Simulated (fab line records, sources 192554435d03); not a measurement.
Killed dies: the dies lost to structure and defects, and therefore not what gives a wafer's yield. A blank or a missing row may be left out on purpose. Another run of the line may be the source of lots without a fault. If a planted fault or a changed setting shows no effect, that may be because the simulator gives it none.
Lot-split experiment -- flow n5Finfet -- 7 lots, 21 wafers read, on a route of 1938 steps

== ABOUT THE SPLIT ==
At N5_BEOL_M13_ILD_DEP_00 (deposits SiOC from DEMS/O2, target thk 837.92 nm, time 166.4 s), the setting timeS was moved away from the recipe's 166.4 s on 5 of the 21 wafers read, by -13.8% to +14.8%. All remaining wafers had this setting at the recipe value.

No step appears in the file between the split and the reading.

== THE READING ==
M13_ILD_THK at N5_BEOL_M13_THK_MEAS_01, in nm. Typical for fault-free wafers on this fab line: 845 nm, with standard deviation 11 nm.

wafer,"tool, chamber at the split","timeS as run, s",against the recipe,"M13_ILD_THK, nm",against lot-mates on the recipe
L075.3,"pecvd-02, 1",166.4,recipe,856,-
L075.5,"pecvd-02, 2",166.4,recipe,856,-
L075.6,"pecvd-02, 1",166.4,recipe,867,-
L077.1,"pecvd-03, 0",166.4,recipe,840,-
L077.2,"pecvd-03, 2",166.4,recipe,846,-
L077.6,"pecvd-03, 1",166.4,recipe,870,-
L083.1,"pecvd-03, 2",166.4,recipe,835,-
L083.3,"pecvd-03, 2",166.4,recipe,848,-
L083.6,"pecvd-03, 2",166.4,recipe,846,-
L080.1,"pecvd-02, 0",143.5,-13.8%,718,-128
L080.3,"pecvd-02, 2",166.4,recipe,843,-
L080.6,"pecvd-02, 2",166.4,recipe,850,-
L091.2,"pecvd-03, 2",166.4,recipe,833,-
L091.5,"pecvd-03, 0",166.4,recipe,845,-
L091.6,"pecvd-03, 2",166.4,recipe,852,-
L090.3,"pecvd-04, 0",166.4,recipe,857,-
L090.5,"pecvd-04, 0",191.1,+14.8%,982,+125
L090.6,"pecvd-04, 2",191.1,+14.8%,959,+102
L095.2,"pecvd-02, 0",186.3,+12.0%,930,+107
L095.3,"pecvd-02, 2",166.4,recipe,823,-
L095.6,"pecvd-02, 2",186.3,+12.0%,935,+112

THE FIT
A straight line over all 21 wafers: M13_ILD_THK changes by +8.22 nm for each +1% of timeS; r = +0.97; the points scatter about the line by 13 nm.
The same after taking each lot's own level away (the mean of its wafers on the recipe; 21 wafers): +8.51 nm for each +1%; r = +0.99; scatter 9.5 nm.
Per that fit: largest timeS move, reading shift of 1.3e+02 nm.
Across the lots, their own levels run from 823.0 to 859.7 nm, a range of 3.3 times the standard deviation given above.
The two slopes agree, so the slope changes little with the lot-to-lot level.
Check: with one of the wafers moved furthest among these (+14.8%) left out of the fit, the line predicts +125 nm for it against its lot-mates. Against them it came out at +125 nm.

== FURTHER SPLITS ON THESE WAFERS ==
These wafers also went through other splits before the reading. Each is held against what the fit with the lots' levels taken away leaves over:
other split on the same wafers,wafers away from the commonest value,r with M13_ILD_THK (lot level and that fit taken away)
N5_BEOL_M11_COAT_60 spinRpm,7,+0.11

== THE WHOLE CHAIN: every reading that the file lists as answering this split, in the file's order ==
step,what it does,reading,change (the file's fit),r (the file's)
N5_BEOL_M13_ILD_DEP_00,"deposits SiOC from DEMS/O2, target thk 837.92 nm, time 166.4 s","SiOC_of_BEOL_M13_ILD_DEP_00.thkNm (the simulator's own value, which no gauge read)",+8.61 nm for each +1% of the setting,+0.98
N5_BEOL_M13_THK_MEAS_01,,M13_ILD_THK,+8.62 for each +1% of the setting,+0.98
N5_BEOL_M13_VIA_ETCH_16,"etches SiOC in C4F8/O2/Ar, target depth 921.7 nm","etch.depthNm (the simulator's own value, which no gauge read)",+8.61 nm for each +1% of the setting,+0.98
N5_BEOL_M13_VIA_ETCH_16,"etches SiOC in C4F8/O2/Ar, target depth 921.7 nm","coat_of_BEOL_M13_COAT_04.thkNm (the simulator's own value, which no gauge read)",-2.63 nm for each +1% of the setting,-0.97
N5_BEOL_M13_STRIP_63,strips in N2/H2,stripTimeToEndpointS,withheld for each +1% of the setting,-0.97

== FILE'S OWN FIT ==
M13_ILD_THK changes by +8.62 nm for each +1% of timeS, r = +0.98.
